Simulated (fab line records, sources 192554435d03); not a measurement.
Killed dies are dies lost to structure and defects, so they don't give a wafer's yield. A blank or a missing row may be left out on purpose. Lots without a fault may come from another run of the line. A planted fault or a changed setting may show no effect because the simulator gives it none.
Which tool did it? | flow n5_finfet | 10 lots, 30 wafers sampled, at 4 steps of a route of 1938

WHAT THE GAUGES READ, wafer by wafer
The record holds no reading of a measuring or inspecting step that can be judged against a usual standard deviation.

WHICH TOOL RAN EACH LOT (tool, then ch and the chambers of the sampled wafers, then the start)
lot  | N5_HKMG_FIN_ETCH_31               | N5_HKMG_FIN_STRIP_88                | N5_HKMG_FIN_ALD_21                 | N5_GATE_CUT_STRIP_59
L811 | rie_diel-02 ch 1,2,3, day 4 02:46 | plasma_asher-01 ch 0,1, day 4 04:25 | ald_metal-02 ch 0,1,2, day 4 05:52 | rie_diel-06 ch 0,2, day 4 07:32
L813 | rie_diel-03 ch 0,1,3, day 5 00:38 | plasma_asher-01 ch 0,1, day 5 02:11 | ald_metal-04 ch 2,3, day 5 03:58   | rie_diel-05 ch 1,2,3, day 5 05:55
L815 | rie_diel-04 ch 1,2, day 5 10:50   | plasma_asher-02 ch 0,1, day 5 12:22 | ald_metal-01 ch 2,3, day 5 13:56   | rie_diel-05 ch 0,3, day 5 15:37
L817 | rie_diel-02 ch 0,2,3, day 5 20:48 | plasma_asher-02 ch 0,1, day 5 22:32 | ald_metal-01 ch 0,2, day 5 23:59   | rie_diel-06 ch 0,1,2, day 6 01:40
L818 | rie_diel-03 ch 0,1,2, day 6 00:28 | plasma_asher-02 ch 0,1, day 6 02:09 | ald_metal-02 ch 1,2, day 6 03:54   | rie_diel-01 ch 0,1, day 6 05:34
L819 | rie_diel-03 ch 0,1,2, day 6 06:09 | plasma_asher-01 ch 0,1, day 6 07:41 | ald_metal-01 ch 1,2, day 6 09:27   | rie_diel-06 ch 2,3, day 6 11:07
L828 | rie_diel-03 ch 0,3, day 8 15:27   | plasma_asher-01 ch 0, day 8 17:02   | ald_metal-02 ch 0,1,2, day 8 18:36 | rie_diel-06 ch 1,2, day 8 20:18
L830 | rie_diel-03 ch 0,2, day 9 02:43   | plasma_asher-02 ch 0,1, day 9 04:15 | ald_metal-04 ch 2,3, day 9 05:49   | rie_diel-06 ch 0,2,3, day 9 07:29
L831 | rie_diel-02 ch 0,2,3, day 9 02:47 | plasma_asher-01 ch 0,1, day 9 04:21 | ald_metal-01 ch 0,1, day 9 05:55   | rie_diel-06 ch 1,3, day 9 07:46
L833 | rie_diel-02 ch 0,2,3, day 9 21:46 | plasma_asher-02 ch 1, day 9 23:20   | ald_metal-01 ch 2,3, day 10 00:53  | rie_diel-06 ch 1,3, day 10 02:37
- N5_HKMG_FIN_ETCH_31: etches SiARC in CF4, target depth 45.5 nm, time 75.8 s.
- N5_HKMG_FIN_STRIP_88: strips in N2/H2, time 360 s.
- N5_HKMG_FIN_ALD_21: deposits TiN, target thk 1.5 nm, pulse time 1 s, purge time 3 s.
- N5_GATE_CUT_STRIP_59: strips in N2/H2, time 20 s.

WHAT THE TOOLS THEMSELVES READ (means of the sampled wafers that have a number; where no wafer has one, the mark that the record gives instead)
N5_HKMG_FIN_ETCH_31. Usual: cf4_flow_sccm 100.05 sccm, standard deviation 0.28; chamber_pressure_mTorr 40.00 mTorr, standard deviation 0.036; drypump_motor_current_A 5.6 A, standard deviation 0.41; etch_rf_on_time_s 75.6 s, standard deviation 1.7; oes_product_au 0.66 a.u., standard deviation 0.063; rf_fwd_power_W 538.9 W, standard deviation 2.4; rf_vpp_V 184.1 V, standard deviation 1.2; showerhead_plenum_p_Torr 2.14 Torr, standard deviation 0.062; throttle_valve_pct 15.56 %, standard deviation 0.2.
lot  | tool        | cf4_flow_sccm (sccm) | chamber_pressure_mTorr (mTorr) | drypump_motor_current_A (A) | etch_rf_on_time_s (s) | oes_product_au (a.u.) | rf_fwd_power_W (W) | rf_vpp_V (V) | showerhead_plenum_p_Torr (Torr) | throttle_valve_pct (%) | flag
L811 | rie_diel-02 | 100.06               | 40.01                          | 5.7                         | 75.3                  | 0.63                  | 539.5              | 185.5        | 2.19                            | 15.64                  |
L813 | rie_diel-03 | 99.99                | 39.99                          | 5.5                         | 74.8                  | 0.67                  | 540.7              | 183.9        | 2.12                            | 15.53                  |
L815 | rie_diel-04 | 100.13               | 39.97                          | 5.8                         | 76.6                  | 0.61                  | 536.5              | 183.5        | 2.06                            | 15.70                  |
L817 | rie_diel-02 | 99.85                | 40.02                          | 5.4                         | 75.6                  | 0.63                  | 539.6              | 183.8        | 2.13                            | 15.65                  |
L818 | rie_diel-03 | 99.90                | 40.01                          | 5.4                         | 75.5                  | 0.70                  | 538.7              | 184.8        | 2.16                            | 15.37                  |
L819 | rie_diel-03 | 100.23               | 40.01                          | 5.5                         | 74.0                  | 0.70                  | 537.9              | 184.1        | 2.15                            | 15.37                  |
L828 | rie_diel-03 | 99.95                | 39.99                          | 5.6                         | 74.6                  | 0.70                  | 540.5              | 184.0        | 2.17                            | 15.46                  |
L830 | rie_diel-03 | 100.06               | 39.98                          | 5.5                         | 74.4                  | 0.65                  | 537.6              | 183.7        | 2.13                            | 15.46                  |
L831 | rie_diel-02 | 100.22               | 40.01                          | 5.4                         | 75.6                  | 0.61                  | 539.3              | 184.0        | 2.12                            | 15.70                  |
L833 | rie_diel-02 | 99.83                | 40.00                          | 5.4                         | 76.2                  | 0.61                  | 540.3              | 183.7        | 2.12                            | 15.71                  |

N5_HKMG_FIN_STRIP_88. Usual: drypump_motor_current_A 5.81 A, standard deviation 0.24; heater_power_w 469 W, standard deviation 17; temp_c 300.00 C, standard deviation 0.16.
lot  | tool            | drypump_motor_current_A (A) | heater_power_w (W) | temp_c (C) | flag
L811 | plasma_asher-01 | 5.96                        | 467                | 300.00     |
L813 | plasma_asher-01 | 5.88                        | 479                | 299.83     |
L815 | plasma_asher-02 | 5.57                        | 456                | 300.05     |
L817 | plasma_asher-02 | 5.57                        | 457                | 300.05     |
L818 | plasma_asher-02 | 5.79                        | 467                | 300.02     |
L819 | plasma_asher-01 | 5.95                        | 462                | 300.13     |
L828 | plasma_asher-01 | 6.01                        | 469                | 300.15     |
L830 | plasma_asher-02 | 5.79                        | 471                | 300.02     |
L831 | plasma_asher-01 | 5.95                        | 475                | 299.88     |
L833 | plasma_asher-02 | 5.97                        | 477                | 299.84     |

N5_HKMG_FIN_ALD_21. Usual: heater_power_w 849 W, standard deviation 73; precursor_pulse_height_rel 0.997, standard deviation 0.021.
lot  | tool         | heater_power_w (W) | precursor_pulse_height_rel | flag
L811 | ald_metal-02 | 853                | 0.990                      |
L813 | ald_metal-04 | 730                | 1.002                      |
L815 | ald_metal-01 | 839                | 0.985                      |
L817 | ald_metal-01 | 810                | 1.004                      |
L818 | ald_metal-02 | 869                | 0.983                      |
L819 | ald_metal-01 | 903                | 1.004                      |
L828 | ald_metal-02 | 863                | 0.983                      |
L830 | ald_metal-04 | 727                | 1.012                      |
L831 | ald_metal-01 | 879                | 0.997                      |
L833 | ald_metal-01 | 867                | 1.013                      |

N5_GATE_CUT_STRIP_59. Usual: bias_power_w 2.999 W, standard deviation 0.0095; chamber_pressure_mTorr 100.00 mTorr, standard deviation 0.094; drypump_motor_current_A 5.9 A, standard deviation 0.46; oes_product_au 0.76 a.u., standard deviation 0.058; rf_vpp_V 45.3 V, standard deviation 0.88; showerhead_plenum_p_Torr 3.38 Torr, standard deviation 0.13; temp_c 40.00 C, standard deviation 0.11; throttle_valve_pct 12.23 %, standard deviation 0.24.
lot  | tool        | bias_power_w (W) | chamber_pressure_mTorr (mTorr) | drypump_motor_current_A (A) | oes_product_au (a.u.) | rf_vpp_V (V) | showerhead_plenum_p_Torr (Torr) | temp_c (C) | throttle_valve_pct (%) | flag
L811 | rie_diel-06 | 2.996            | 100.13                         | 5.4                         | 0.72                  | 46.1         | 3.24                            | 39.89      | 12.49                  |
L813 | rie_diel-05 | 3.000            | 100.04                         | 5.8                         | 0.73                  | 45.2         | 3.40                            | 40.06      | 12.26                  |
L815 | rie_diel-05 | 2.993            | 99.96                          | 5.7                         | 0.75                  | 45.4         | 3.43                            | 40.01      | 12.37                  |
L817 | rie_diel-06 | 3.006            | 99.89                          | 5.7                         | 0.77                  | 45.7         | 3.33                            | 39.89      | 12.29                  |
L818 | rie_diel-01 | 2.989            | 99.93                          | 5.8                         | 0.82                  | 45.5         | 3.55                            | 39.98      | 11.99                  |
L819 | rie_diel-06 | 3.000            | 99.92                          | 6.3                         | 0.75                  | 45.2         | 3.37                            | 40.05      | 12.17                  |
L828 | rie_diel-06 | 3.009            | 99.95                          | 6.0                         | 0.80                  | 45.2         | 3.41                            | 39.96      | 12.11                  |
L830 | rie_diel-06 | 3.000            | 100.01                         | 5.8                         | 0.73                  | 45.3         | 3.31                            | 39.99      | 12.42                  |
L831 | rie_diel-06 | 2.996            | 99.91                          | 6.0                         | 0.83                  | 46.6         | 3.44                            | 39.96      | 12.14                  |
L833 | rie_diel-06 | 2.996            | 100.04                         | 6.0                         | 0.82                  | 45.2         | 3.43                            | 40.05      | 12.15                  |

THE ANSWER, worked out from the rows above alone
Rule: a lot is off if the mean of its wafers that have a number lies more than 3 standard deviations from the usual mean. A lot without any number at a reading at which 4 lots or more have one is off too. The other lots that the step has rows for count as sound. The gauges are gone through in route order, then the tools' own readings, and for those a lot's mean is taken as printed above. The first step at which some lot is off is used, and at that step the reading that is off furthest; a lot without a number counts as furthest.
No lot is off at any reading shown: from this, nothing can be told.

WHAT THE SIMULATOR HAD PUT IN
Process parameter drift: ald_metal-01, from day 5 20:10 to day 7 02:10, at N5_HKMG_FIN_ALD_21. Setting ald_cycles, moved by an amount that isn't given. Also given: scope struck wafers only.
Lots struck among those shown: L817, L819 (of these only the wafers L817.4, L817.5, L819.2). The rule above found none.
